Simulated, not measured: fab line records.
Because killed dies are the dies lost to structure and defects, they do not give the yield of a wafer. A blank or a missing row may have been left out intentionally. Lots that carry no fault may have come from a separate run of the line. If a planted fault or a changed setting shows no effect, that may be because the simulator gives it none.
A lot that was struck, set against a sound lot :: flow n5-finfet :: 37 out of 1938 route steps
Sound: wafers L956.3, L956.4, L956.6. Wafers struck: L944.3, L944.5, L944.6. The cause comes at the end.
Each step with rows lists, per side, the tool, then ch with its chambers, then its first start. Under that, the readings that differ: sound wafers :: struck wafers :: difference of the means :: sigmas: that difference in standard deviations of wafers without a fault.
alike: readings with means less than 2 such deviations apart, plus words and numbers identical on both sides. not compared: withheld readings, readings lacking a value on some wafer, bounds such as >300 that could conceal the same value, and numbers that have no deviation in the record and whose values overlap.
Wherever a step has rows on one side only, a row that says differs or no value, or a row with sigmas, the two part there. Non-overlapping numbers with no deviation appear without sigmas and do not part them. Lack of a reading on every wafer of one side parts them only where that side has two or more wafers.

first, 12 steps without rows for these wafers: N5_GATE_CUT_ETCH_36 (etches SiARC in CF4, target depth 13 nm, time 21.7 s); N5_GATE_CUT_ETCH_37 (etches SOC in N2/H2, target depth 60 nm, overetch 12 nm, time 90 s); N5_GATE_CUT_STRIP_38 (strips in N2/H2); N5_GATE_CUT_STRIP_39 (strips in N2/H2); N5_GATE_CUT_HM_OPEN_40 (chemistry C4F6/O2, target SiO2, target depth 139 nm, time 85.1 s); N5_GATE_CUT_STRIP_41 (strips in CF4); N5_GATE_CUT_STRIP_42 (strips in O2); N5_GATE_CUT_ETCH_19 (etches SiNx in CH3F/O2, target depth 53.7 nm, time 76.7 s); N5_GATE_CUT_CUT_ETCH_53 (etches W in SF6/Cl2, target depth 79.2 nm); N5_GATE_CUT_CUT_ETCH_54 (etches TiN in Cl2/BCl3, target depth 96.7 nm); N5_GATE_CUT_CUT_ETCH_55 (etches HfO2 in BCl3, target depth 3.2 nm); N5_GATE_CUT_ETCH_47 (etches SiO2 in Cl2/BCl3, target depth 10 nm).
N5_GATE_CUT_VAPOR_ETCH_48: etches TiN in BCl3/Cl2.
  sound on rie-metal-03 ch 0,1, day 9 02:44; struck on rie-metal-01 ch 1, day 6 00:36
  alike: drypump-motor-current-A, he-backside-leak-sccm, oes-product-au
then, 23 steps without rows for these wafers: N5_GATE_CUT_VAPOR_ETCH_49 (etches TiAlC in BCl3/Cl2); N5_GATE_CUT_VAPOR_ETCH_51 (etches HfO2 in BCl3/Cl2); N5_GATE_CUT_STRIP_21 (strips in N2/H2, time 30 s); N5_GATE_CUT_STRIP_29 (strips in post etch residue remover, time 60 s); N5_GATE_CUT_SRD_52 (time 30 s); N5_GATE_CUT_ALD_22 (deposits SiNx, target thk 16 nm, pulse time 1 s, ald cycles 320); N5_GATE_CUT_CMP_23 (polishes, stops on SiO2, t overpolish 23.4 s, target thk 16 nm); N5_GATE_CUT_CMP_43 (polishes SiO2); N5_GATE_CUT_CMP_61 (polishes, stops on SiNx, t overpolish 3 s); N5_MOL_CONTACT_COAG_COAT_103 (time 60 s, resist thk 80 nm); N5_MOL_CONTACT_COAG_COAT_104 (time 60 s, resist thk 12 nm); N5_MOL_CONTACT_COAG_COAT_58 (time 60 s, resist thk 10 nm); N5_MOL_CONTACT_COAG_COAT_02 (resist thk 30 nm); N5_MOL_CONTACT_COAG_EBR_04; N5_MOL_CONTACT_COAG_SOFTBAKE_03 (time 60 s); N5_MOL_CONTACT_COAG_EXPOSE_05 (exposes mask CA, defocus 0 nm); N5_MOL_CONTACT_COAG_PEB_06 (peb time 60 s); N5_MOL_CONTACT_COAG_DEVELOP_07 (develop time 30 s); N5_MOL_CONTACT_COAG_DESCUM_13 (chemistry O2, time 7 s); N5_MOL_CONTACT_COAG_ETCH_59 (etches underlayer in N2/H2, target depth 13 nm, time 10.4 s); N5_MOL_CONTACT_COAG_ETCH_105 (etches SiARC in CF4, target depth 15.6 nm, time 26 s); N5_MOL_CONTACT_COAG_ETCH_106 (etches SOC in N2/H2, target depth 80 nm, overetch 16 nm, time 120 s); N5_MOL_CONTACT_COAG_STRIP_107 (strips in N2/H2).
-- the record jumps here: 7 days lie between the struck wafers' starts before and after (it left off in module MOL_CONTACT_COAG and takes up again in module PASSIVATION, whose first step shown is number 1936 of the route) --
N5_PASSIVATION_PROBE_49:
  the record has rows for the struck wafers here (prober-01, day 13 06:54) and none for the sound ones

== WHERE THEY PART ==
At N5_PASSIVATION_PROBE_49 and nowhere else, as far as this record goes.

WHY: whatever the simulator had introduced
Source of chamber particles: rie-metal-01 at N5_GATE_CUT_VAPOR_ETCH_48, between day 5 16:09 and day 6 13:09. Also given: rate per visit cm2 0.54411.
